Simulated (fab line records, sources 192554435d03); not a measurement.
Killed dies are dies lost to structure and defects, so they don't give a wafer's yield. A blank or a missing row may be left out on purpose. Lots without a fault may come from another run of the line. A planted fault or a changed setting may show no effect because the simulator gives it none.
Chamber matching | flow n5_finfet | N5_BEOL_M13_ETCH_68 on rie_diel-03: 4 sister chambers
The step etches SOC in N2/H2, time 355 s. 4 wafers are shown with their chamber, then 7 later ones without.

WAFERS WITH THEIR CHAMBER
wafer  | chamber | drypump_motor_current_A (A)
L078.6 | 2       | 5.9
L085.1 | 3       | 6.2
L085.6 | 1       | 5.2
L090.5 | 0       | 6.0

WAFERS WITHOUT THEIR CHAMBER
wafer  | drypump_motor_current_A (A)
L090.6 | 6.1
L096.3 | 5.2
L096.4 | 6.2
L096.6 | 6.2
L082.1 | 5.2
L082.3 | 6.2
L082.6 | 5.8

WHICH CHAMBER EACH WENT THROUGH
wafer  | from the rows above          | in truth
L090.6 | can't be placed: 0 or 3 or 2 | 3
L096.3 | 1                            | 1
L096.4 | 3                            | 3
L096.6 | 3                            | 3
L082.1 | 1                            | 1
L082.3 | 3                            | 3
L082.6 | can't be placed: 2 or 0      | 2
Placed correctly: 5 of 7. Can't be placed from these rows: 2 (the true chamber is among the candidates in 2). Placed wrongly: 0.
How it was worked out, from the rows above alone: a wafer's distance from a chamber is the root of the sum, over the readings, of the square of ((its reading less the chamber's mean) divided by the reading's scatter). The wafer belongs to the nearest chamber; if the next one is less than 2 further off, it can't be placed. A chamber's mean is the mean of its shown wafers. The scatter: with one shown wafer a chamber, the root of the mean of the squares of how far each hidden wafer lies from its nearest shown one.
